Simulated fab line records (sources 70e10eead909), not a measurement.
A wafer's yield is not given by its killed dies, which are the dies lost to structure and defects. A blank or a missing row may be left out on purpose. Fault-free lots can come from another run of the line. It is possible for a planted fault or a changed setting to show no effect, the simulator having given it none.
Chamber matching    flow nandHarc    NHARC_A_CHANNEL_FILL_D2_ETCHBACK_20 on rieDiel-09 has 4 sister chambers
The step etches the open film in C4F8/O2/Ar, target depth 27 nm, time 13.5 s. 8 wafers are shown with their chamber, then 9 later ones without.

## EACH WAFER AND ITS CHAMBER
wafer   chamber  rfVppV (V)  oesProductAu (a.u.)
L077.3  1        983         1.002
L080.1  2        971         0.953
L081.2  0        974         0.978
L081.3  2        973         0.997
L084.2  0        972         0.984
L087.2  3        987         1.010
L087.4  3        987         1.007
L087.5  1        983         1.006

## WAFERS WITH NO CHAMBER GIVEN
wafer   rfVppV (V)  oesProductAu (a.u.)
L090.1  987         0.970
L090.3  974         0.961
L090.4  981         0.971
L092.1  983         1.006
L092.4  973         1.001
L092.6  986         0.996
L095.3  985         0.943
L095.5  981         0.925
L095.6  974         0.948

## THE CHAMBER EACH PASSED THROUGH
wafer   from the rows above      in truth
L090.1  3                        3
L090.3  can't be placed: 0 or 2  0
L090.4  1                        1
L092.1  1                        1
L092.4  can't be placed: 0 or 2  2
L092.6  can't be placed: 3 or 1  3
L095.3  can't be placed: 1 or 3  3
L095.5  1                        1
L095.6  can't be placed: 0 or 2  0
Placed correctly: 4 of 9. Can't be placed from these rows: 5 (the true chamber is among the candidates in 5). Number placed wrongly: 0.
How it was worked out, from the rows above alone: a wafer's distance from a chamber is the root of the sum, over the readings, of the square of ((its reading less the chamber's mean) divided by the reading's scatter). The wafer belongs to the nearest chamber; if the next one is less than 2 further off, it can't be placed. For every chamber, the mean is computed from those of its wafers that are shown. The scatter: take each reading less its chamber's mean, square it, sum over the shown wafers, divide by the number of wafers less the number of chambers, and take the root.
